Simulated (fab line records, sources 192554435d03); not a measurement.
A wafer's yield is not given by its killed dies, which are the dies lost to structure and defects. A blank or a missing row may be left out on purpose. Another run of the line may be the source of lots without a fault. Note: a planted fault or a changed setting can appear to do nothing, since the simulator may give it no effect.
Chamber matching :: flow n5_finfet :: rie_diel-02 running N5_BEOL_M10_STRIP_19: 4 sister chambers
The step strips in O2. 4 wafers are shown with their chamber, then 9 later ones without.

## WAFERS PAIRED WITH THEIR CHAMBERS
wafer: L089.4
chamber: 3
drypump_motor_current_A (A): 5.1

wafer: L088.2
chamber: 2
drypump_motor_current_A (A): 5.5

wafer: L088.3
chamber: 0
drypump_motor_current_A (A): 5.6

wafer: L088.5
chamber: 1
drypump_motor_current_A (A): 4.7

## WAFERS WITH NO CHAMBER GIVEN
wafer: L090.2
drypump_motor_current_A (A): 5.7

wafer: L090.3
drypump_motor_current_A (A): 5.5

wafer: L090.4
drypump_motor_current_A (A): 5.1

wafer: L095.2
drypump_motor_current_A (A): 5.5

wafer: L095.3
drypump_motor_current_A (A): 4.7

wafer: L095.6
drypump_motor_current_A (A): 5.5

wafer: L097.1
drypump_motor_current_A (A): 5.7

wafer: L097.3
drypump_motor_current_A (A): 5.1

wafer: L097.6
drypump_motor_current_A (A): 5.5

## EACH ONE'S CHAMBER
wafer: L090.2
from the rows above: 0
in truth: 0

wafer: L090.3
from the rows above: 2
in truth: 2

wafer: L090.4
from the rows above: 3
in truth: 3

wafer: L095.2
from the rows above: 2
in truth: 2

wafer: L095.3
from the rows above: 1
in truth: 1

wafer: L095.6
from the rows above: 2
in truth: 2

wafer: L097.1
from the rows above: 0
in truth: 0

wafer: L097.3
from the rows above: 3
in truth: 3

wafer: L097.6
from the rows above: 2
in truth: 2
Correct placement for 9 of the 9. Left unplaced by these rows: 0. 0 placed wrongly.
How it was worked out, from the rows above alone: a wafer's distance from a chamber is the root of the sum, over the readings, of the square of ((its reading less the chamber's mean) divided by the reading's scatter). The wafer belongs to the nearest chamber; if the next one is less than 2 further off, it can't be placed. A chamber's mean is the mean of its shown wafers. The scatter (one wafer shown for each chamber): square how far every hidden wafer sits from the nearest shown wafer, average those squares and take the square root.
